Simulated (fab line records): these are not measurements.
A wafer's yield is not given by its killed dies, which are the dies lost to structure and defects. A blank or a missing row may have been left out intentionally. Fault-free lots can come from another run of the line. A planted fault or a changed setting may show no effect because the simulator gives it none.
Which tool is to blame? | flow n5Finfet | Sampling: 12 lots, 35 wafers, 2 of 1938 route steps

## WHAT THE GAUGES SHOWED, per wafer
N5_PASSIVATION_CD_MEAS_10 targets a cd of 3000 nm. Usual: cdNm 2998.6 nm, standard deviation 2.1.
lot  | measured     | on       | cdNm (nm)            | flag
L725 | day 11 17:36 | cdSem-02 | 2996.2 2998.2 2995.0 | 
L726 | day 12 05:25 | cdSem-02 | 2996.2 2997.5 2998.2 | 
L727 | day 12 16:29 | cdSem-02 | 2997.2 2997.9 3000.4 | 
L729 | day 13 04:38 | cdSem-02 | 2996.6 2994.2 2995.7 | 
L730 | day 13 07:52 | cdSem-01 | 3000.8 2997.3 2999.3 | 
L734 | day 14 00:17 | cdSem-01 | 2995.9 3000.9 2995.5 | 
L733 | day 14 11:23 | cdSem-03 | 3000.3 3000.6 2996.9 | 
L738 | day 15 06:53 | cdSem-01 | 2999.5 3001.5 3002.0 | 
L737 | day 15 07:34 | cdSem-01 | 3001.0 3001.3 2999.8 | 
L740 | day 16 06:34 | cdSem-03 | 2998.8 2998.3 3001.2 | 
L747 | day 17 16:08 | cdSem-03 | 2995.4 3000.9 2998.0 | 
L746 | day 18 09:52 | cdSem-01 | 2997.1 2999.1        | 

N5_PASSIVATION_OVL_MEAS_60. Usual: TV_OVL typically reads -2 nm, with standard deviation 5.3.
lot  | measured     | on         | TV_OVL (nm) | flag
L725 | day 11 17:38 | overlay-02 | -3 -3 2     | 
L726 | day 12 05:26 | overlay-01 | -11 -5 7    | 
L727 | day 12 16:31 | overlay-02 | 3 11 -1     | 
L729 | day 13 04:40 | overlay-02 | -5 -5 3     | 
L730 | day 13 07:53 | overlay-01 | -7 -6 -4    | 
L734 | day 14 00:20 | overlay-02 | 6 7 9       | 
L733 | day 14 11:25 | overlay-02 | 6 8 5       | 
L738 | day 15 06:56 | overlay-01 | -1 -3 -4    | 
L737 | day 15 07:36 | overlay-01 | 1 1 -7      | 
L740 | day 16 06:35 | overlay-01 | -11 0 -13   | 
L747 | day 17 16:10 | overlay-01 | -9 -2 -7    | 
L746 | day 18 09:54 | overlay-01 | 2 -5        | 

## TOOL THAT RAN EACH LOT (tool first, then ch and the chambers of the sampled wafers, then the start)
No process step before these readings appears in the record.

## AS READ BY THE TOOLS THEMSELVES (means over the sampled wafers that have a number; for cases with no such wafer, the mark the record gives instead)
The record holds no such reading with a usual standard deviation.

## THE ANSWER, worked out from the rows above alone
Rule: a lot is off if the mean of its wafers that have a number lies more than 3 standard deviations from the usual mean. Also off: a lot with no number at a reading for which 4 or more lots have one. Any other lot the step has rows for is counted as sound. Order of review: gauges by route order, followed by the tools' own readings, for which a lot's mean as printed above is used. The first step at which some lot is off is used, and at that step the reading that is off furthest; a lot without a number counts as furthest.
None of the lots is off at any reading shown; this tells nothing.

## WHAT THE SIMULATOR HAD INSERTED
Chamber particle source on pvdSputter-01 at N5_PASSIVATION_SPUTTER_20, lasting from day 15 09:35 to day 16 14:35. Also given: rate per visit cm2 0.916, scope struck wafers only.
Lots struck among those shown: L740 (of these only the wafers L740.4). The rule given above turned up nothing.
